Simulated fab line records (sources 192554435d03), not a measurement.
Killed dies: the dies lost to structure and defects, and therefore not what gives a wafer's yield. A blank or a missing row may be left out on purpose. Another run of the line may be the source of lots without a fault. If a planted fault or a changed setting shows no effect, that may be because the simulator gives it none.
The tool behind it: which one?	flow n5-finfet	9 lots with 25 wafers sampled at 5 steps, on a route of 1938 steps

WHAT THE GAUGES READ, wafer by wafer
N5_BEOL_M4_RC_MEAS_101.
lot	measured	on	IOFF_N_LONG (nA/um)
L175	day 9 11:10	prober-01	5.48e-05 5.43e-05 5.44e-05
L176	day 9 10:38	prober-02	5.32e-05 5.48e-05 5.48e-05
L181	day 10 10:27	prober-02	5.66e-05 5.59e-05 5.61e-05
L182	day 10 21:10	prober-01	5.65e-05 5.55e-05 5.68e-05
L189	day 12 15:44	prober-02	0.0009417 0.0009161
L192	day 13 05:17	prober-02	0.0010065 0.0010244
L195	day 14 07:06	prober-01	5.4e-05 5.29e-05 5.36e-05
L196	day 14 14:19	prober-02	5.65e-05 5.65e-05 5.75e-05
L197	day 14 07:49	prober-02	6e-05 5.93e-05 6.05e-05

WHICH TOOL RAN EACH LOT (tool, then ch and the chambers of the sampled wafers, then the start)
lot	N5_DUMMY_REMOVAL_STRIP_10	N5_HKMG_FIN_HK_ALD_01	N5_HKMG_FIN_ETCH_58	N5_HKMG_FIN_STRIP_60
L175	rie-diel-06 ch 1,3, day 4 01:40	ald-hk-03 ch 1,2, day 4 02:12	rie-diel-05 ch 1,2, day 4 03:32	plasma-asher-01 ch 0,1, day 4 04:07
L176	rie-diel-03 ch 1,3, day 4 05:44	ald-hk-02 ch 0,1,2, day 4 06:16	rie-diel-05 ch 0,1,3, day 4 07:36	plasma-asher-02 ch 1, day 4 08:10
L181	rie-diel-03 ch 1,3, day 5 11:47	ald-hk-03 ch 0,2, day 5 12:22	rie-diel-04 ch 0,2,3, day 5 13:51	plasma-asher-02 ch 1, day 5 14:25
L182	rie-diel-03 ch 1,2, day 5 16:22	ald-hk-02 ch 2,3, day 5 16:53	rie-diel-05 ch 0,1,3, day 5 19:11	plasma-asher-01 ch 0,1, day 5 19:52
L189	rie-diel-01 ch 0,2, day 7 14:49	ald-hk-03 ch 0,2, day 7 15:24	rie-diel-05 ch 0,1, day 7 16:45	plasma-asher-02 ch 1, day 7 17:20
L192	rie-diel-03 ch 2, day 8 08:24	ald-hk-03 ch 1,3, day 8 08:56	rie-diel-05 ch 1,2, day 8 10:25	plasma-asher-02 ch 0, day 8 11:10
L195	rie-diel-01 ch 0,2,3, day 8 23:35	ald-hk-03 ch 0,2,3, day 9 00:06	rie-diel-04 ch 0,2,3, day 9 01:32	plasma-asher-02 ch 0,1, day 9 02:07
L196	rie-diel-01 ch 0,2,3, day 9 09:11	ald-hk-01 ch 0,2,3, day 9 09:43	rie-diel-04 ch 0,2,3, day 9 11:03	plasma-asher-02 ch 0,1, day 9 11:38
L197	rie-diel-01 ch 0,1,2, day 9 11:00	ald-hk-03 ch 0,2, day 9 11:31	rie-diel-02 ch 0,3, day 9 12:51	plasma-asher-02 ch 0,1, day 9 13:25
- N5_DUMMY_REMOVAL_STRIP_10: strips in N2/H2, time 40 s.
- N5_HKMG_FIN_HK_ALD_01: deposits HfO2, target thk 1.6 nm, pulse time 3 s, purge time 3 s.
- N5_HKMG_FIN_ETCH_58: etches SOC in N2/H2, target depth 215.8 nm, time 741 s.
- N5_HKMG_FIN_STRIP_60: strips in N2/H2, time 360 s.

THE ANSWER, worked out from the rows above alone
Rule: the lots themselves supply what counts as usual. The widest of any qualifying gaps counts: lots, ordered by their means at a reading, are off when they make up no more than a third of the lots, leave a main group of 4 or more, and stand apart from it by 3 or more times the standard deviation of that group's means. A main group whose means are all the same, to the digits that the tables above print for the reading, isn't used. Also off: a lot with no number at a reading for which 4 or more lots have one. All remaining lots with rows at the step are treated as sound.
Off: at N5_BEOL_M4_RC_MEAS_101 (IOFF_N_LONG), L189, L192. For the main group the mean is 5.59e-05 nA/um and the standard deviation 2e-06.
A tool fits if, at a process step before that reading, it ran every lot that is off, and no sound lot after the first of them. Those tools and the gauges at N5_BEOL_M4_RC_MEAS_101 are tried in the same way. One fits: N5_HKMG_FIN_ETCH_58 on rie-diel-05. Its last sound lot is L182 (day 5 19:11), its first lot that is off L189 (day 7 16:45): a fault that began between those two fits.

WHAT THE SIMULATOR HAD INSERTED
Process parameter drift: rie-diel-05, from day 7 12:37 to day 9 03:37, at N5_HKMG_FIN_ETCH_58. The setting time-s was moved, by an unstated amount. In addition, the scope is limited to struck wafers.
Lots struck among those shown: L189, L192. The rule above found the same.
